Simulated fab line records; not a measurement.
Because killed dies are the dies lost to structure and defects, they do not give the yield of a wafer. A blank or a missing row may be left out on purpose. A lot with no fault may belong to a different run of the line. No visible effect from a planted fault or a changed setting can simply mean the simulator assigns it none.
Matching of chambers | flow n5-finfet | rie-diel-05 running N5_SDB_DESCUM_16: 4 sister chambers
The step chemistry O2, time 7.9 s. 20 wafers are shown with their chamber, then 10 later ones without.

## WAFERS PAIRED WITH THEIR CHAMBERS
wafer  | chamber | drypump-motor-current-A (A) | throttle-valve-pct (%) | showerhead-plenum-p-Torr (Torr)
L074.1 | 1       | 5.2                         | 20.82                  | 2.18
L074.2 | 0       | 6.4                         | 20.29                  | 2.01
L074.3 | 2       | 5.2                         | 20.28                  | 1.96
L074.4 | 3       | 5.6                         | 20.73                  | 2.17
L074.5 | 1       | 5.1                         | 20.85                  | 2.18
L074.6 | 2       | 5.2                         | 20.28                  | 1.96
L079.1 | 0       | 6.4                         | 20.31                  | 2.01
L079.2 | 1       | 5.1                         | 20.84                  | 2.17
L079.3 | 3       | 5.5                         | 20.75                  | 2.17
L079.4 | 3       | 5.6                         | 20.74                  | 2.17
L079.5 | 0       | 6.5                         | 20.31                  | 2.01
L079.6 | 1       | 5.1                         | 20.83                  | 2.17
L080.3 | 1       | 5.2                         | 20.85                  | 2.17
L080.4 | 1       | 5.2                         | 20.84                  | 2.17
L080.5 | 3       | 5.6                         | 20.75                  | 2.17
L083.3 | 0       | 6.4                         | 20.33                  | 2.00
L083.5 | 0       | 6.5                         | 20.32                  | 2.00
L083.6 | 3       | 5.5                         | 20.75                  | 2.16
L084.2 | 2       | 5.2                         | 19.93                  | 2.23
L084.4 | 3       | 5.6                         | 20.76                  | 2.16

SIGNATURES (averages over the wafers above)
reading                  | chamber 0 | chamber 1 | chamber 2 | chamber 3 | scatter within a chamber
drypump-motor-current-A  | 6.440     | 5.150     | 5.200     | 5.567     | 0.0502
throttle-valve-pct       | 20.3120   | 20.8383   | 20.1633   | 20.7467   | 0.0724
showerhead-plenum-p-Torr | 2.0060    | 2.1733    | 2.0500    | 2.1667    | 0.0553
Rule: a wafer's distance from a chamber is the root of the sum, over the readings, of the square of ((its reading less the chamber's mean) divided by the reading's scatter). The wafer belongs to the nearest chamber; if the next one is less than 2 further off, it can't be placed. The scatter: the root of (the sum of the squares of (reading less its chamber's mean) over the shown wafers, divided by (wafers less chambers)).

## WAFERS WITHOUT THEIR CHAMBER
wafer  | drypump-motor-current-A (A) | throttle-valve-pct (%) | showerhead-plenum-p-Torr (Torr)
L084.6 | 5.1                         | 20.88                  | 2.17
L088.1 | 6.4                         | 20.35                  | 2.00
L088.4 | 5.5                         | 20.80                  | 2.16
L088.6 | 5.2                         | 19.95                  | 2.22
L089.1 | 6.4                         | 20.35                  | 2.00
L089.2 | 5.2                         | 19.94                  | 2.22
L089.3 | 5.2                         | 20.88                  | 2.16
L092.4 | 5.5                         | 20.80                  | 2.15
L092.5 | 6.4                         | 20.37                  | 1.99
L092.6 | 5.2                         | 20.59                  | 2.16

## EACH ONE'S CHAMBER
wafer  | from the rows above | in truth
L084.6 | 1                   | 1
L088.1 | 0                   | 0
L088.4 | 3                   | 3
L088.6 | 2                   | 2
L089.1 | 0                   | 0
L089.2 | 2                   | 2
L089.3 | 1                   | 1
L092.4 | 3                   | 3
L092.5 | 0                   | 0
L092.6 | 1                   | 1
Placed correctly: 10 of 10. Number that these rows cannot place: 0. Number placed wrongly: 0.
